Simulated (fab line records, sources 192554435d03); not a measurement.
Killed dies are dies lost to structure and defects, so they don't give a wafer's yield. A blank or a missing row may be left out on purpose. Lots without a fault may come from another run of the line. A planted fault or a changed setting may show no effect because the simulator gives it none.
Chamber matching | flow n5_finfet | N5_SD_EPI_N_ETCH_16 on rie_diel-05: 4 sister chambers
The step etches SiO2 in CHF3/O2, target depth 5 nm. 4 wafers are shown with their chamber, then 8 later ones without.

WAFERS WITH THEIR CHAMBER
wafer  | chamber | drypump_motor_current_A (A)
L082.4 | 0       | 5.9
L083.1 | 3       | 5.8
L083.4 | 1       | 5.3
L086.2 | 2       | 5.3

WAFERS WITHOUT THEIR CHAMBER
wafer  | drypump_motor_current_A (A)
L086.4 | 6.0
L086.6 | 5.3
L091.1 | 5.8
L091.2 | 5.3
L091.6 | 5.8
L096.4 | 5.8
L096.5 | 5.3
L096.6 | 6.0

WHICH CHAMBER EACH WENT THROUGH
wafer  | from the rows above     | in truth
L086.4 | 0                       | 0
L086.6 | can't be placed: 1 or 2 | 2
L091.1 | 3                       | 3
L091.2 | can't be placed: 1 or 2 | 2
L091.6 | 3                       | 3
L096.4 | 3                       | 3
L096.5 | can't be placed: 1 or 2 | 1
L096.6 | 0                       | 0
Placed correctly: 5 of 8. Can't be placed from these rows: 3 (the true chamber is among the candidates in 3). Placed wrongly: 0.
How it was worked out, from the rows above alone: a wafer's distance from a chamber is the root of the sum, over the readings, of the square of ((its reading less the chamber's mean) divided by the reading's scatter). The wafer belongs to the nearest chamber; if the next one is less than 2 further off, it can't be placed. A chamber's mean is the mean of its shown wafers. The scatter: with one shown wafer a chamber, the root of the mean of the squares of how far each hidden wafer lies from its nearest shown one.
